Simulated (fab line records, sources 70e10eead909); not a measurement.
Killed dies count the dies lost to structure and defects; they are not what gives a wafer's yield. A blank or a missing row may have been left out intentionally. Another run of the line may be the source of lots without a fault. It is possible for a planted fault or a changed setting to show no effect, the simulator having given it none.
Which tool did it? :: flow nand harc :: 14 lots with 40 wafers sampled at 3 steps, on a route of 1159 steps

## WHAT EACH GAUGE READ, for each wafer
NHARC_A_ONON_D1_THK_MEAS_30: measures by ellipsometry. Usual: thk nm 1002 nm, standard deviation 10.
lot: L386
measured: day 8 09:44
on: film metro-02
thk nm (nm): 1010 1009 1007
flag: 

lot: L387
measured: day 8 17:00
on: film metro-01
thk nm (nm): 1015 1015 1015
flag: 

lot: L388
measured: day 8 17:00
on: film metro-02
thk nm (nm): 1005 1005 1007
flag: 

lot: L389
measured: day 9 04:43
on: film metro-02
thk nm (nm): 988 988 988
flag: 

lot: L393
measured: day 10 01:59
on: film metro-02
thk nm (nm): 998 997 997
flag: 

lot: L392
measured: day 10 02:12
on: film metro-02
thk nm (nm): 998 998 1000
flag: 

lot: L394
measured: day 10 11:14
on: film metro-02
thk nm (nm): 1313 1313
flag: OFF

lot: L397
measured: day 11 08:11
on: film metro-01
thk nm (nm): 999 1311 997 1000 1309 999
flag: OFF

lot: L402
measured: day 12 03:38
on: film metro-02
thk nm (nm): 1005 1006 1006
flag: 

lot: L403
measured: day 12 21:07
on: film metro-02
thk nm (nm): 1013 1016 1015
flag: 

lot: L405
measured: day 13 16:13
on: film metro-02
thk nm (nm): 1010 1011 1009
flag: 

lot: L406
measured: day 13 15:51
on: film metro-02
thk nm (nm): 987 989 990
flag: 

lot: L407
measured: day 13 16:04
on: film metro-02
thk nm (nm): 1009 1009 1009
flag: 

lot: L408
measured: day 14 00:17
on: film metro-02
thk nm (nm): 997 998 999
flag: 

## WHAT TOOL EACH LOT RAN ON (gives the tool, then ch and the chambers of the sampled wafers, and finally the start)
lot: L386
NHARC_A_ZERO_WELL_ETCH_13: rie si-04 ch 1,2,3, day 7 00:53
NHARC_A_ONON_D1_DEP_28: pecvd onon-01 ch 0, day 8 09:14

lot: L387
NHARC_A_ZERO_WELL_ETCH_13: rie si-04 ch 0,1,3, day 7 03:38
NHARC_A_ONON_D1_DEP_28: pecvd onon-02 ch 0, day 8 16:29

lot: L388
NHARC_A_ZERO_WELL_ETCH_13: rie si-03 ch 0,1,3, day 7 04:55
NHARC_A_ONON_D1_DEP_28: pecvd onon-01 ch 0, day 8 16:33

lot: L389
NHARC_A_ZERO_WELL_ETCH_13: rie si-04 ch 0,2, day 7 13:15
NHARC_A_ONON_D1_DEP_28: pecvd onon-04 ch 0, day 9 04:12

lot: L393
NHARC_A_ZERO_WELL_ETCH_13: rie si-03 ch 2,3, day 8 10:52
NHARC_A_ONON_D1_DEP_28: pecvd onon-01 ch 0, day 10 01:28

lot: L392
NHARC_A_ZERO_WELL_ETCH_13: rie si-04 ch 0,1,3, day 8 11:36
NHARC_A_ONON_D1_DEP_28: pecvd onon-02 ch 0, day 10 01:45

lot: L394
NHARC_A_ZERO_WELL_ETCH_13: rie si-05 ch 3, day 9 00:47
NHARC_A_ONON_D1_DEP_28: pecvd onon-02 ch 0, day 10 10:47

lot: L397
NHARC_A_ZERO_WELL_ETCH_13: rie si-05 ch 0,1,3, day 9 23:28
NHARC_A_ONON_D1_DEP_28: pecvd onon-02 ch 0, day 11 07:40

lot: L402
NHARC_A_ZERO_WELL_ETCH_13: rie si-03 ch 0,2, day 10 16:13
NHARC_A_ONON_D1_DEP_28: pecvd onon-01 ch 0, day 12 03:07

lot: L403
NHARC_A_ZERO_WELL_ETCH_13: rie si-03 ch 1,2, day 11 05:50
NHARC_A_ONON_D1_DEP_28: pecvd onon-04 ch 0, day 12 20:40

lot: L405
NHARC_A_ZERO_WELL_ETCH_13: rie si-04 ch 0,1,3, day 12 04:12
NHARC_A_ONON_D1_DEP_28: pecvd onon-04 ch 0, day 13 15:49

lot: L406
NHARC_A_ZERO_WELL_ETCH_13: rie si-05 ch 1,2,3, day 12 05:13
NHARC_A_ONON_D1_DEP_28: pecvd onon-04 ch 0, day 13 15:20

lot: L407
NHARC_A_ZERO_WELL_ETCH_13: rie si-03 ch 0,2,3, day 12 05:38
NHARC_A_ONON_D1_DEP_28: pecvd onon-01 ch 0, day 13 15:37

lot: L408
NHARC_A_ZERO_WELL_ETCH_13: rie si-03 ch 1,3, day 12 13:38
NHARC_A_ONON_D1_DEP_28: pecvd onon-01 ch 0, day 13 23:46
- NHARC_A_ZERO_WELL_ETCH_13: etches the open film in HBr/Cl2, target depth 120 nm, time 40.1 s.
- NHARC_A_ONON_D1_DEP_28: target thk 1000 nm.

## AS READ BY THE TOOLS THEMSELVES (means over the sampled wafers that have a number; for cases with no such wafer, the mark the record gives instead)
NHARC_A_ZERO_WELL_ETCH_13. Usual: bias w 100.00 W, standard deviation 0.27; drypump motor current A 5.6 A, standard deviation 0.38; hbr flow sccm 150.1 sccm, standard deviation 0.45; he backside leak sccm 2.69 sccm, standard deviation 0.21; oes product au 1.003 a.u., standard deviation 0.0076; throttle valve pct 26.406 %, standard deviation 0.0083.
lot: L386
tool: rie si-04
bias w (W): 99.91
drypump motor current A (A): 5.8
hbr flow sccm (sccm): 149.8
he backside leak sccm (sccm): 2.80
oes product au (a.u.): 1.002
throttle valve pct (%): 26.408
flag: 

lot: L387
tool: rie si-04
bias w (W): 100.05
drypump motor current A (A): 5.5
hbr flow sccm (sccm): 150.2
he backside leak sccm (sccm): 2.75
oes product au (a.u.): 1.002
throttle valve pct (%): 26.394
flag: 

lot: L388
tool: rie si-03
bias w (W): 100.07
drypump motor current A (A): 5.8
hbr flow sccm (sccm): 150.2
he backside leak sccm (sccm): 2.58
oes product au (a.u.): 0.999
throttle valve pct (%): 26.407
flag: 

lot: L389
tool: rie si-04
bias w (W): 99.98
drypump motor current A (A): 6.0
hbr flow sccm (sccm): 150.2
he backside leak sccm (sccm): 2.75
oes product au (a.u.): 0.998
throttle valve pct (%): 26.412
flag: 

lot: L393
tool: rie si-03
bias w (W): 99.65
drypump motor current A (A): 5.4
hbr flow sccm (sccm): 150.3
he backside leak sccm (sccm): 2.57
oes product au (a.u.): 1.002
throttle valve pct (%): 26.411
flag: 

lot: L392
tool: rie si-04
bias w (W): 99.61
drypump motor current A (A): 5.5
hbr flow sccm (sccm): 149.9
he backside leak sccm (sccm): 2.69
oes product au (a.u.): 1.014
throttle valve pct (%): 26.406
flag: 

lot: L394
tool: rie si-05
bias w (W): 100.00
drypump motor current A (A): 5.4
hbr flow sccm (sccm): 148.9
he backside leak sccm (sccm): 2.84
oes product au (a.u.): 1.004
throttle valve pct (%): 26.405
flag: 

lot: L397
tool: rie si-05
bias w (W): 100.13
drypump motor current A (A): 5.6
hbr flow sccm (sccm): 149.7
he backside leak sccm (sccm): 2.65
oes product au (a.u.): 1.004
throttle valve pct (%): 26.402
flag: 

lot: L402
tool: rie si-03
bias w (W): 100.00
drypump motor current A (A): 5.5
hbr flow sccm (sccm): 150.8
he backside leak sccm (sccm): 2.80
oes product au (a.u.): 1.005
throttle valve pct (%): 26.405
flag: 

lot: L403
tool: rie si-03
bias w (W): 100.26
drypump motor current A (A): 5.4
hbr flow sccm (sccm): 149.7
he backside leak sccm (sccm): 2.74
oes product au (a.u.): 1.003
throttle valve pct (%): 26.402
flag: 

lot: L405
tool: rie si-04
bias w (W): 100.05
drypump motor current A (A): 5.5
hbr flow sccm (sccm): 149.7
he backside leak sccm (sccm): 2.73
oes product au (a.u.): 1.009
throttle valve pct (%): 26.404
flag: 

lot: L406
tool: rie si-05
bias w (W): 100.22
drypump motor current A (A): 5.5
hbr flow sccm (sccm): 150.2
he backside leak sccm (sccm): 2.59
oes product au (a.u.): 1.005
throttle valve pct (%): 26.408
flag: 

lot: L407
tool: rie si-03
bias w (W): 99.98
drypump motor current A (A): 5.5
hbr flow sccm (sccm): 150.3
he backside leak sccm (sccm): 2.65
oes product au (a.u.): 1.001
throttle valve pct (%): 26.412
flag: 

lot: L408
tool: rie si-03
bias w (W): 100.07
drypump motor current A (A): 5.9
hbr flow sccm (sccm): 150.1
he backside leak sccm (sccm): 2.56
oes product au (a.u.): 1.004
throttle valve pct (%): 26.401
flag: 

## THE ANSWER, worked out from the rows above alone
Rule: a lot is off if the mean of its wafers that have a number lies more than 3 standard deviations from the usual mean. Also off: a lot with no number at a reading for which 4 or more lots have one. All remaining lots with rows at the step are treated as sound. The gauges are gone through in route order, then the tools' own readings, and for those a lot's mean is taken as printed above. The first step at which some lot is off is used, and at that step the reading that is off furthest; a lot without a number counts as furthest.
Off: L394, L397, at NHARC_A_ONON_D1_THK_MEAS_30 (thk nm).
A tool fits if, at a process step before that reading, it ran every lot that is off, and no sound lot after the first of them. The gauges at NHARC_A_ONON_D1_THK_MEAS_30 are tried like those tools. One fits: NHARC_A_ONON_D1_DEP_28 on pecvd onon-02. A fault onset in the window from L392 (day 10 01:45, its last sound lot) to L394 (day 10 10:47, its first lot off) fits.

## WHAT WAS PUT IN BY THE SIMULATOR
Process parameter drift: pecvd onon-02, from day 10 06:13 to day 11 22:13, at NHARC_A_ONON_D1_DEP_28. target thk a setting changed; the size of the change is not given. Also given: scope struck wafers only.
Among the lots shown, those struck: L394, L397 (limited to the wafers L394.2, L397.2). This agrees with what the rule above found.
